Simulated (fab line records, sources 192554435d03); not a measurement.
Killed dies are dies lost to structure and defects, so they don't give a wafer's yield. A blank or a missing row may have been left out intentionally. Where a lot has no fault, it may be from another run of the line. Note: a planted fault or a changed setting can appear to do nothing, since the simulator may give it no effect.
A sampling plan put to the test | flow n5Finfet | one fab line, 27 faults that these records tell of, each judged on the records of the lots that it struck
The plan consists of the line's own looks: route steps at which the wafer is read by a gauge or an inspection but not changed. A look can be judged if struck wafers have a number there and the file gives its usual mean and standard deviation on fault-free wafers. Caught: 4 or more of those standard deviations (sigma) separate the usual mean from the mean of the struck wafers at a look after the fault's first step. On the tool: the identical test, applied to the tool's own readings at the steps of the fault. Caught also covers a different recipe on the struck wafers, or a record left blank for those wafers only.

THE FAULTS, as the simulator had put them in
1. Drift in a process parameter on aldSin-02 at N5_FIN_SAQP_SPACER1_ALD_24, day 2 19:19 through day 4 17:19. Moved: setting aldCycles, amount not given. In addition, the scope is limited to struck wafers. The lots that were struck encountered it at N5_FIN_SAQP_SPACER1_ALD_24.
2. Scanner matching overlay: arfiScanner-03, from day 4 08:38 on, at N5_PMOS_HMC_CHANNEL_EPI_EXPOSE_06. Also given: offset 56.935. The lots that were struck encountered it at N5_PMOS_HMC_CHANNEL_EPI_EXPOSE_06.
3. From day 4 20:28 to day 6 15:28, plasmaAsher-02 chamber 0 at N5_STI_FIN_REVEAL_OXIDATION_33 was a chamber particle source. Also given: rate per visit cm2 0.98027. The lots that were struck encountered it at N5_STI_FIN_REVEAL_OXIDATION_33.
4. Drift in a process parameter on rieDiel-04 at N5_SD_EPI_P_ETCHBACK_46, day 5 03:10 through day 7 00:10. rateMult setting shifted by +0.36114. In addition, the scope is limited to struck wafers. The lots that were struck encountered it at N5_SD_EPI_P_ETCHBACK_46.
5. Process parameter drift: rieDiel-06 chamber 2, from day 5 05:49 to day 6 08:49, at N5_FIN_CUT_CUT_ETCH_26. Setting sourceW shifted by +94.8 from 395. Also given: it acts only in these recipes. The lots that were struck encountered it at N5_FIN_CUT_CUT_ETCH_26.
6. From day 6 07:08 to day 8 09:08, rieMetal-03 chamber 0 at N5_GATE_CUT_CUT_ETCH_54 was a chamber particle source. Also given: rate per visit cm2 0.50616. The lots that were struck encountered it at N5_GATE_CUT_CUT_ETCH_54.
7. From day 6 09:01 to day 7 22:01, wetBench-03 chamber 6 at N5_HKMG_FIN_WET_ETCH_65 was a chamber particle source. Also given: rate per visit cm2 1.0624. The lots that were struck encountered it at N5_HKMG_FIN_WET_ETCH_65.
8. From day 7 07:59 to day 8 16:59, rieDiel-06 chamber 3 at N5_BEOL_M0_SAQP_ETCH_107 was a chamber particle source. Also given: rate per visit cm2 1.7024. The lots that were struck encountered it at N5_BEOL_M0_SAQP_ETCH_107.
9. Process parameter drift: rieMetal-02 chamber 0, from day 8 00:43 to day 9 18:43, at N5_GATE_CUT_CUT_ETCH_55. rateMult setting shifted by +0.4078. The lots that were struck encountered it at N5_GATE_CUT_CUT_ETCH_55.
10. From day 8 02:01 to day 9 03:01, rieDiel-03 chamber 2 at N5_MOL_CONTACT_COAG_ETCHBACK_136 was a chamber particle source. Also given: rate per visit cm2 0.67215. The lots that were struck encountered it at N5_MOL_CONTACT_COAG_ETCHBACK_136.
11. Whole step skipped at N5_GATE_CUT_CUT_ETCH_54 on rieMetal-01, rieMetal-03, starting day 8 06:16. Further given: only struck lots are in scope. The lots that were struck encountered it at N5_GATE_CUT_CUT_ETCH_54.
12. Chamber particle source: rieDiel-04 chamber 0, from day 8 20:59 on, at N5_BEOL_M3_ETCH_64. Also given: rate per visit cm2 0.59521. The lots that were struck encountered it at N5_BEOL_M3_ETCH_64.
13. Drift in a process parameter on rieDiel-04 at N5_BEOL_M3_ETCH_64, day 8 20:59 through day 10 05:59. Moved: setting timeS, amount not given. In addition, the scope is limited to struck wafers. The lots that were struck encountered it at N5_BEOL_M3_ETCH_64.
14. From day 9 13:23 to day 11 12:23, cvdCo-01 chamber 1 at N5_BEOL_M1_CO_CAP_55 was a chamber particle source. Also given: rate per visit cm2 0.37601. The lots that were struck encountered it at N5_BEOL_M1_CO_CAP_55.
15. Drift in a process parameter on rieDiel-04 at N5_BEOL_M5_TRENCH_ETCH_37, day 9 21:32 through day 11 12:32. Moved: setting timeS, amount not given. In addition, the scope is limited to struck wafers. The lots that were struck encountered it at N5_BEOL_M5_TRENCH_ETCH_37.
16. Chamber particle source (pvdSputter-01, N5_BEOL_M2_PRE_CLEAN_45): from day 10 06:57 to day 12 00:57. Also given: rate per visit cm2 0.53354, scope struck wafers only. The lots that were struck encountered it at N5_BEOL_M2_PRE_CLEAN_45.
17. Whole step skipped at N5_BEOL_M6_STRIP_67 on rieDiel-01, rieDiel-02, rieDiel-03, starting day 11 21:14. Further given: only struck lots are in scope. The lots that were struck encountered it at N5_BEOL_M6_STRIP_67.
18. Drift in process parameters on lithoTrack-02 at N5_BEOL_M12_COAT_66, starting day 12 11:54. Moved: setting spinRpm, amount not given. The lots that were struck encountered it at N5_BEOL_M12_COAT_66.
19. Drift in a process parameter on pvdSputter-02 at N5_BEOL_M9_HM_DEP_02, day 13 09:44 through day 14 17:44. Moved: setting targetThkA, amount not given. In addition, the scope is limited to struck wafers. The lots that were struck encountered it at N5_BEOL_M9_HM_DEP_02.
20. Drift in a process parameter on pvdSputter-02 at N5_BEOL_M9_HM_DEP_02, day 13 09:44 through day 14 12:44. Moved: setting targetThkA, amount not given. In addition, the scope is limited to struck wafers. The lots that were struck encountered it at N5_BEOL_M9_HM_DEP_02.
21. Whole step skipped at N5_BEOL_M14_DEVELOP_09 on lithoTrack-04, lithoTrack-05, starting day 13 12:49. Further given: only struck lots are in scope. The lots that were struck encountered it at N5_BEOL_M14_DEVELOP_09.
22. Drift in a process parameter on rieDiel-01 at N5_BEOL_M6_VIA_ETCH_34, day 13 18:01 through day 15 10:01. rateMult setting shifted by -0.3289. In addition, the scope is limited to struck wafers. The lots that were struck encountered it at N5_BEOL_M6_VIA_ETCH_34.
23. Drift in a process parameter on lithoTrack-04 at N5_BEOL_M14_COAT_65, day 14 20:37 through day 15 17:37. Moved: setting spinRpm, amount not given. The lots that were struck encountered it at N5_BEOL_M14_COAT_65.
24. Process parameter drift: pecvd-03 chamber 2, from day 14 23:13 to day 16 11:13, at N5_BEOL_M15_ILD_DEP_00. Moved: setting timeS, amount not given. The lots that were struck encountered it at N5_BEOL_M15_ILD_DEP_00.
25. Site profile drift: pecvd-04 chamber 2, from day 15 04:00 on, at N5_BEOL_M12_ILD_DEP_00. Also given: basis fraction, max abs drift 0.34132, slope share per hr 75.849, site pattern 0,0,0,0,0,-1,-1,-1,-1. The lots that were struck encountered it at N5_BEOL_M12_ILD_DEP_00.
26. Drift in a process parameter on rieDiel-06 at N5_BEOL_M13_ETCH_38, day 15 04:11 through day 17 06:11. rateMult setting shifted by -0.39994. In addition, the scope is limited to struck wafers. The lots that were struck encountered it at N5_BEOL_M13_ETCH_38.
27. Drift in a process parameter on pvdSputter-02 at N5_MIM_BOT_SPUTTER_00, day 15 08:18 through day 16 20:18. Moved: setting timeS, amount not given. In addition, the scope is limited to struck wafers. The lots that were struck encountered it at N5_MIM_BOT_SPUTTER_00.

WHAT THE PLAN SAW
fault | on the tool itself                               | first look that catches it                      | reading, sigma                                     | median hours from its first step to that look | hours from the fault's start to the first struck lot there | judged looks passed uncaught
1     | under 2 sigma                                    | N5_FIN_SAQP_CD_MEAS_27                          | cdNm +38                                           | 1.0                                           | 43                                                         | 0
2     | no reading that can be judged                    | N5_PMOS_HMC_CHANNEL_EPI_OVL_MEAS_10             | PMOS_HMC_BLK_OVL +78                               | 0.2                                           | 4                                                          | 0
3     | under 2 sigma                                    | N5_STI_FIN_REVEAL_INSPECT_13                    | rawDefectCount +99 or beyond                       | 0.3                                           | 14                                                         | 1
4     | under 2 sigma                                    | N5_BEOL_M4_RC_MEAS_101                          | ION_P +4.0                                         | 113.2                                         | 148                                                        | 0
5     | rfFwdPowerW +66 sigma                            | not the one look that can be judged after it    | -                                                  | -                                             | -                                                          | 1
6     | under 2 sigma                                    | no look after it can be judged                  | -                                                  | -                                             | -                                                          | 0
7     | no reading that can be judged                    | none of the 2 looks that can be judged after it | -                                                  | -                                             | -                                                          | 2
8     | under 2 sigma                                    | N5_BEOL_M0_SAQP_INSPECT_42                      | rawDefectCount +12                                 | 4.3                                           | 35                                                         | 0
9     | under 2 sigma                                    | not the one look that can be judged after it    | -                                                  | -                                             | -                                                          | 1
10    | under 2 sigma                                    | no look after it can be judged                  | -                                                  | -                                             | -                                                          | 0
11    | the tool's record is blank for the struck wafers | no look after it can be judged                  | -                                                  | -                                             | -                                                          | 0
12    | under 2 sigma                                    | N5_BEOL_M3_INSPECT_30                           | rawDefectCount +5.6                                | 0.7                                           | 12                                                         | 0
13    | under 2 sigma                                    | not the one look that can be judged after it    | -                                                  | -                                             | -                                                          | 1
14    | under 2 sigma                                    | N5_BEOL_M1_INSPECT_59                           | rawDefectCount +8.9                                | 0.2                                           | 3                                                          | 1
15    | runLengthS -4.4 sigma                            | N5_BEOL_M5_OCD_MEAS_38                          | trenchDepthNm -6.8                                 | 0.2                                           | 15                                                         | 0
16    | only faintly: heaterPowerW -2.5 sigma            | not the one look that can be judged after it    | strongest: cdNm at N5_PASSIVATION_CD_MEAS_30, +2.5 | -                                             | -                                                          | 1
17    | the tool's record is blank for the struck wafers | not the one look that can be judged after it    | -                                                  | -                                             | -                                                          | 1
18    | spinSpeedRpm -99 or beyond sigma                 | no look after it can be judged                  | -                                                  | -                                             | -                                                          | 0
19    | under 2 sigma                                    | N5_BEOL_M9_OCD_MEAS_38                          | trenchDepthNm -9.8                                 | 2.8                                           | 5                                                          | 2
20    | only faintly: throttleValvePct +2.2 sigma        | no look after it can be judged                  | -                                                  | -                                             | -                                                          | 0
21    | no reading that can be judged                    | no look after it can be judged                  | -                                                  | -                                             | -                                                          | 0
22    | under 2 sigma                                    | no look after it can be judged                  | -                                                  | -                                             | -                                                          | 0
23    | spinSpeedRpm -30 sigma                           | no look after it can be judged                  | -                                                  | -                                             | -                                                          | 0
24    | runLengthS +99 or beyond sigma                   | N5_BEOL_M15_THK_MEAS_01                         | M15_ILD_THK +36                                    | 0.3                                           | 3                                                          | 0
25    | under 2 sigma                                    | N5_BEOL_M12_THK_MEAS_01                         | M12_ILD_THK -10                                    | 0.1                                           | 15                                                         | 0
26    | only faintly: oesProductAu -2.4 sigma            | not the one look that can be judged after it    | -                                                  | -                                             | -                                                          | 1
27    | under 2 sigma                                    | no look after it can be judged                  | -                                                  | -                                             | -                                                          | 0
A dash: the fault isn't caught, or these records don't give the number.

Caught at a look: 11 of 27. Caught on the tool: 7 of 27. By one or the other: 16 of 27.
Caught on the tool alone: faults 5, 11, 17, 18, 23.
Caught at a look alone: faults 1, 2, 3, 4, 8, 12, 14, 19, 25.
Caught by neither: faults 6, 7, 9, 10, 13, 16, 20, 21, 22, 26, 27.

THINNER SAMPLING
If the look that catches a fault measured only every second or every third lot, by lot number, the first struck lot would be measured this late in the worst case:
fault | struck lots at that look, in order of time | every lot | every second lot | every third lot
1     | L220                                       | 43 h      | may miss it      | may miss it
2     | L664, L671                                 | 4 h       | 44 h             | may miss all 2
3     | L928, L930                                 | 14 h      | may miss all 2   | may miss all 2
4     | L207                                       | 148 h     | may miss it      | may miss it
8     | L361                                       | 35 h      | may miss it      | may miss it
12    | L930                                       | 12 h      | may miss it      | may miss it
14    | L311                                       | 3 h       | may miss it      | may miss it
15    | L937, L938                                 | 15 h      | 18 h             | may miss all 2
19    | L107                                       | 5 h       | may miss it      | may miss it
24    | L616, L620                                 | 3 h       | may miss all 2   | may miss all 2
25    | L818, L819                                 | 15 h      | 21 h             | may miss all 2
Hours count from the start of the fault until the first struck lot that is measured. The test against the limit of 4 sigma pooled every struck wafer, which means one lot taken alone may stay below that limit. Other struck lots may not be in these records.

THE LONGEST TIMED WAY FROM STEP TO LOOK
In fault 4, a median of 113.2 hours elapses between N5_SD_EPI_P_ETCHBACK_46 and N5_BEOL_M4_RC_MEAS_101. No look between them can be judged.
